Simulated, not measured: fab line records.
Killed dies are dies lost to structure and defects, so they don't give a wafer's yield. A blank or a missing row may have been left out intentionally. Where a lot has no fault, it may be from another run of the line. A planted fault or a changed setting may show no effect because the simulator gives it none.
Split-lot experiment + flow n5 finfet + 7 lots, 39 wafers read, on a route of 1938 steps

== THE SPLIT ==
At N5_FIN_SAQP_FIN_ETCH_36 (etches the open film in HBr/Cl2/O2, target depth 120 nm, time 50.4 s), the setting bias w was moved away from the recipe's 102 W on 12 of the 39 wafers read, by -17.7% to -15.9%. All remaining wafers had this setting at the recipe value.

== FROM THE SPLIT TO THE READING: what the file shows between them, 3 steps ==
- N5_FIN_SAQP_PRECLEAN_38: cleans in O3/DIW, time 45 s
- N5_FIN_SAQP_PRECLEAN_45: cleans in dHF, time 10 s
- N5_FIN_SAQP_SRD_39: time 30 s

== THE READING ==
trench depth nm, in nm, at N5_FIN_SAQP_OCD_MEAS_76. On this fab line, fault-free wafers typically give 120.6 nm with a standard deviation of 1.1 nm.

| wafer  | tool, chamber at the split | bias w as run, W | against the recipe | trench depth nm, nm | against lot-mates on the recipe |
|--------|----------------------------|------------------|--------------------|---------------------|---------------------------------|
| L074.1 | rie si-06, 0               | 83.9             | -17.7%             | 114.5               | -5.2                            |
| L074.2 | rie si-06, 3               | 102              | recipe             | 119.2               | -                               |
| L074.3 | rie si-06, 2               | 83.9             | -17.7%             | 115.0               | -4.7                            |
| L074.4 | rie si-06, 1               | 102              | recipe             | 119.7               | -                               |
| L074.5 | rie si-06, 2               | 83.9             | -17.7%             | 115.0               | -4.7                            |
| L074.6 | rie si-06, 1               | 102              | recipe             | 120.2               | -                               |
| L078.3 | rie si-03, 1               | 102              | recipe             | 118.0               | -                               |
| L078.4 | rie si-03, 2               | 102              | recipe             | 121.7               | -                               |
| L078.5 | rie si-03, 2               | 102              | recipe             | 120.3               | -                               |
| L079.1 | rie si-05, 1               | 85.42            | -16.3%             | 117.7               | -3.5                            |
| L079.2 | rie si-05, 0               | 102              | recipe             | 121.5               | -                               |
| L079.3 | rie si-05, 3               | 102              | recipe             | 121.5               | -                               |
| L079.4 | rie si-05, 2               | 85.42            | -16.3%             | 116.9               | -4.3                            |
| L079.5 | rie si-05, 1               | 102              | recipe             | 120.5               | -                               |
| L079.6 | rie si-05, 2               | 85.42            | -16.3%             | 116.3               | -4.9                            |
| L090.1 | rie si-03, 1               | 102              | recipe             | 119.5               | -                               |
| L090.2 | rie si-03, 0               | 85.78            | -15.9%             | 114.3               | -5.8                            |
| L090.3 | rie si-03, 3               | 85.78            | -15.9%             | 114.4               | -5.7                            |
| L090.4 | rie si-03, 2               | 102              | recipe             | 122.5               | -                               |
| L090.5 | rie si-03, 0               | 102              | recipe             | 118.3               | -                               |
| L090.6 | rie si-03, 1               | 85.78            | -15.9%             | 114.0               | -6.1                            |
| L091.1 | rie si-03, 1               | 102              | recipe             | 120.1               | -                               |
| L091.2 | rie si-03, 2               | 102              | recipe             | 122.9               | -                               |
| L091.3 | rie si-03, 0               | 102              | recipe             | 119.4               | -                               |
| L091.4 | rie si-03, 3               | 102              | recipe             | 120.4               | -                               |
| L091.5 | rie si-03, 0               | 102              | recipe             | 120.6               | -                               |
| L091.6 | rie si-03, 1               | 102              | recipe             | 120.0               | -                               |
| L093.1 | rie si-05, 0,3             | 102              | recipe             | 119.7               | -                               |
| L093.2 | rie si-05, 1               | 85.12            | -16.5%             | 116.2               | -3.9                            |
| L093.3 | rie si-05, 0,3             | 102              | recipe             | 119.7               | -                               |
| L093.4 | rie si-05, 2               | 85.12            | -16.5%             | 115.0               | -5.1                            |
| L093.5 | rie si-05, 3               | 85.12            | -16.5%             | 115.5               | -4.6                            |
| L093.6 | rie si-05, 2               | 102              | recipe             | 120.9               | -                               |
| L096.1 | rie si-05, 0               | 102              | recipe             | 122.3               | -                               |
| L096.2 | rie si-05, 1               | 102              | recipe             | 121.0               | -                               |
| L096.3 | rie si-05, 3               | 102              | recipe             | 121.5               | -                               |
| L096.4 | rie si-05, 2               | 102              | recipe             | 121.7               | -                               |
| L096.5 | rie si-05, 2               | 102              | recipe             | 120.6               | -                               |
| L096.6 | rie si-05, 3               | 102              | recipe             | 121.2               | -                               |
The file does not say which wafer passed through which chamber wherever a row lists several chambers: such a row stands for several wafers.

FIT RESULTS
A straight line over all 39 wafers: trench depth nm changes by +0.31 nm for each +1% of bias w; r = +0.90; the points scatter about the line by 1.2 nm.
The same after taking each lot's own level away (the mean of its wafers on the recipe; 39 wafers): +0.292 nm for each +1%; r = +0.92; scatter 0.98 nm.
On that fit, the largest move of bias w shifts the reading by 5.2 nm.
Measured against the standard deviation above, the lots' own levels, which go from 119.70 to 121.38 nm, span 1.5 times it.
The two slopes agree, so the slope changes little with the lot-to-lot level.
Check: for one of the wafers moved furthest among these (-17.7%), held out of the fit, the line's prediction against its lot-mates is -5.18 nm. It came out at -5.2 nm against them.

== THESE WAFERS: OTHER SPLITS ==
Other splits were also applied to these wafers ahead of the reading. Each is held against what the fit with the lots' levels taken away leaves over:
| other split on the same wafers               | wafers away from the commonest value | r with trench depth nm (lot level and that fit taken away) |
|----------------------------------------------|--------------------------------------|------------------------------------------------------------|
| N5_PMOS_HMC_CHANNEL_EPI_EPI_20 pressure torr | 30                                   | +0.02                                                      |
| N5_FIN_SAQP_MANDREL_ETCH_22 target depth a   | 18                                   | -0.23                                                      |

== THE WHOLE CHAIN: every reading that the file lists as answering this split, in the file's order ==
| step                        | what it does                                                                              | reading                                                                            | change (the file's fit)               | r (the file's) |
|-----------------------------|-------------------------------------------------------------------------------------------|------------------------------------------------------------------------------------|---------------------------------------|----------------|
| N5_FIN_SAQP_FIN_ETCH_36     | etches the open film in HBr/Cl2/O2, target depth 120 nm, time 50.4 s                      | FIN_SAQP.feature depth nm (the simulator's own value, which no gauge read)         | +0.282 nm for each +1% of the setting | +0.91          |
| N5_FIN_SAQP_FIN_ETCH_36     | etches the open film in HBr/Cl2/O2, target depth 120 nm, time 50.4 s                      | etch.depth nm (the simulator's own value, which no gauge read)                     | +0.281 nm for each +1% of the setting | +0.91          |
| N5_FIN_SAQP_FIN_ETCH_36     | etches the open film in HBr/Cl2/O2, target depth 120 nm, time 50.4 s                      | SiNx_of_FIN_SAQP_HM_DEP_03.thk nm (the simulator's own value, which no gauge read) | -0.111 nm for each +1% of the setting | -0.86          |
| N5_FIN_SAQP_OCD_MEAS_76     |                                                                                           | trench depth nm                                                                    | +0.292 nm for each +1% of the setting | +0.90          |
| N5_STI_FIN_REVEAL_RECESS_09 | chemistry HF/NH3, target SiO2, afs cycles 11, target depth 42.5 nm, sublimation time 60 s | SiNx_of_FIN_SAQP_HM_DEP_03.thk nm (the simulator's own value, which no gauge read) | -0.115 nm for each +1% of the setting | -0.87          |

== THE FILE'S OWN FIT ==
trench depth nm changes by +0.292 nm for each +1% of bias w, r = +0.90.
